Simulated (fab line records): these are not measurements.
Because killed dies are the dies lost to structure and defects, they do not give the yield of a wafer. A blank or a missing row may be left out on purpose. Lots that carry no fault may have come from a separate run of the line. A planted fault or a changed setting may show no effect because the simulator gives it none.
Matching of chambers | flow nandHarc | NHARC_A_CHANNEL_FILL_D1_ALD_02 on aldHk-04 has 4 sister chambers
The step deposits SiO2, target thk 6 nm, pulse time 10 s, ald cycles 60. 4 wafers are shown with their chamber, then 11 later ones without.

## WAFERS, EACH WITH ITS CHAMBER
wafer  | chamber | heaterPowerW (W)
L090.3 | 1       | 470
L092.2 | 2       | 421
L092.5 | 0       | 441
L093.1 | 3       | 412

## WAFERS WITHOUT THEIR CHAMBER
wafer  | heaterPowerW (W)
L093.2 | 449
L093.4 | 418
L094.2 | 425
L094.4 | 460
L094.5 | 410
L095.2 | 476
L095.3 | 415
L095.6 | 413
L097.3 | 451
L097.5 | 479
L097.6 | 418

## EACH ONE'S CHAMBER
wafer  | from the rows above          | in truth
L093.2 | 0                            | 0
L093.4 | can't be placed: 2 or 3      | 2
L094.2 | can't be placed: 2 or 3 or 0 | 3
L094.4 | can't be placed: 1 or 0      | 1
L094.5 | can't be placed: 3 or 2      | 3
L095.2 | 1                            | 1
L095.3 | can't be placed: 3 or 2      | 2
L095.6 | can't be placed: 3 or 2      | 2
L097.3 | can't be placed: 0 or 1      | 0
L097.5 | 1                            | 1
L097.6 | can't be placed: 2 or 3      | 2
Correct placement for 3 of the 11. Cannot be placed on the basis of these rows: 8; the candidates contain the true chamber in 8. 0 placed wrongly.
How it was worked out, from the rows above alone: a wafer's distance from a chamber is the root of the sum, over the readings, of the square of ((its reading less the chamber's mean) divided by the reading's scatter). The wafer belongs to the nearest chamber; if the next one is less than 2 further off, it can't be placed. For every chamber, the mean is computed from those of its wafers that are shown. The scatter: with one shown wafer a chamber, the root of the mean of the squares of how far each hidden wafer lies from its nearest shown one.
